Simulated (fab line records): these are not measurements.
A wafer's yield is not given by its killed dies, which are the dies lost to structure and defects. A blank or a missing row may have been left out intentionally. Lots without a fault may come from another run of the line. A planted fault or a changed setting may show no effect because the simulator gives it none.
Which tool did it? | flow nand_harc | 6 lots with 18 wafers sampled at 3 steps, on a route of 1159 steps

WHAT THE GAUGES READ, wafer by wafer
NHARC_A_BONDPAD_THK_MEAS_20: measures by xrf.
lot  | measured     | on            | thk_nm (nm)
L843 | day 18 15:07 | film_metro-01 | 168.7 169.3 169.2
L849 | day 20 23:17 | film_metro-02 | 30.7 28.7 28.6
L851 | day 21 02:40 | film_metro-01 | 166.2 170.0 167.1
L857 | day 22 12:45 | film_metro-01 | 171.1 171.3 171.0
L858 | day 23 15:08 | film_metro-02 | 169.9 169.1 170.6
L859 | day 24 02:20 | film_metro-02 | 171.4 169.6 169.9

EACH LOT AND THE TOOL THAT RAN IT (in order: tool; ch and the chambers of the sampled wafers; start)
lot  | NHARC_A_M1_DEP_33               | NHARC_A_BONDPAD_ECD_18
L843 | pecvd-04 ch 0,1,2, day 18 10:50 | ecd_cu-02 ch 0,1, day 18 14:05
L849 | pecvd-04 ch 0,1,2, day 20 18:56 | ecd_cu-02 ch 0, day 20 22:14
L851 | pecvd-04 ch 1,2, day 20 22:16   | ecd_cu-01 ch 1, day 21 01:38
L857 | pecvd-03 ch 0,1,2, day 22 08:33 | ecd_cu-02 ch 0,1, day 22 11:49
L858 | pecvd-04 ch 0,1, day 23 10:50   | ecd_cu-01 ch 0,1, day 23 14:11
L859 | pecvd-01 ch 0,1, day 23 21:43   | ecd_cu-01 ch 0,1, day 24 01:17
- NHARC_A_M1_DEP_33: deposits SiCN, target thk 30 nm.
- NHARC_A_BONDPAD_ECD_18: material Cu, target thk 400 nm.

THE ANSWER, worked out from the rows above alone
Rule: usual is defined by the lots themselves. Put in order of their means at a reading, lots are off if they are a third of the lots or fewer, leave a main group of 4 or more, and stand apart from it by a gap of 3 or more times the standard deviation of the main group's means; of several such gaps the widest counts. Not used: any main group whose means are identical at the precision the tables above print for the reading. A lot without any number at a reading at which 4 lots or more have one is off too. Where the step has rows for the other lots, those lots are counted as sound.
Off, at NHARC_A_BONDPAD_THK_MEAS_20 on thk_nm: L849. The main group: mean 169.6 nm, standard deviation 1.1.
A tool fits if, at a process step before that reading, it ran every lot that is off, and no sound lot after the first of them. Those tools and the gauges at NHARC_A_BONDPAD_THK_MEAS_20 are tried in the same way. Of those tried, none fits.

WHAT THE SIMULATOR PUT IN
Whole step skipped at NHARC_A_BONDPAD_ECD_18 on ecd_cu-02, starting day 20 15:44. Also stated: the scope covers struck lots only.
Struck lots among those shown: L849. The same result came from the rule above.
